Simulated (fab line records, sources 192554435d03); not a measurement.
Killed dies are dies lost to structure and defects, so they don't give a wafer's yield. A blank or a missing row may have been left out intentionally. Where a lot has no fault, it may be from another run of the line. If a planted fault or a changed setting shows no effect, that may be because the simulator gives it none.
Matching of chambers | flow n5 finfet | N5_MIM_TOP_ALD_00 on ald hk-01 has 4 sister chambers
The step deposits Al2O3, purge time 3 s, co reactant pulse time 3 s. 16 wafers are shown with their chamber, then 8 later ones without.

WAFERS WITH THEIR CHAMBER
wafer  | chamber | precursor pulse height rel
L075.2 | 0       | 1.022
L075.3 | 2       | 0.990
L075.6 | 0       | 0.998
L076.2 | 0       | 0.971
L076.5 | 2       | 1.030
L076.6 | 1       | 0.992
L082.2 | 3       | 0.977
L082.3 | 1       | 0.977
L082.6 | 3       | 1.015
L081.1 | 1       | 1.014
L081.3 | 3       | 1.022
L081.6 | 0       | 0.986
L084.1 | 2       | 0.978
L084.2 | 0       | 0.984
L084.4 | 3       | 0.979
L085.1 | 1       | 1.008

SIGNATURES, as means of the wafers listed above
reading                    | chamber 0 | chamber 1 | chamber 2 | chamber 3 | scatter within a chamber
precursor pulse height rel | 0.99220   | 0.99775   | 0.99933   | 0.99825   | 0.0213
Rule: a wafer lies at a distance from a chamber equal to the root of the sum of squares, over the readings, of (its reading less the chamber's mean, divided by the reading's scatter). If the next closest chamber is less than 2 further off than the closest, the wafer can't be placed; otherwise it belongs to the closest. How the scatter is found: for the shown wafers, subtract from each reading the mean of its chamber, square and add these, divide the total by (wafers less chambers), then take the root.

WAFERS MISSING THEIR CHAMBER
wafer  | precursor pulse height rel
L085.4 | 0.974
L085.5 | 1.007
L088.2 | 1.001
L088.4 | 1.024
L088.6 | 1.020
L092.1 | 0.991
L092.2 | 1.011
L092.4 | 0.995

WHICH CHAMBER EACH WENT THROUGH
wafer  | from the rows above               | in truth
L085.4 | can't be placed: 0 or 1 or 3 or 2 | 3
L085.5 | can't be placed: 2 or 3 or 1 or 0 | 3
L088.2 | can't be placed: 2 or 3 or 1 or 0 | 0
L088.4 | can't be placed: 2 or 3 or 1 or 0 | 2
L088.6 | can't be placed: 2 or 3 or 1 or 0 | 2
L092.1 | can't be placed: 0 or 1 or 3 or 2 | 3
L092.2 | can't be placed: 2 or 3 or 1 or 0 | 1
L092.4 | can't be placed: 1 or 0 or 3 or 2 | 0
Correctly placed: 0 of 8. Unplaceable from these rows: 8, with the true chamber sitting among the candidates in 8. 0 placed wrongly.
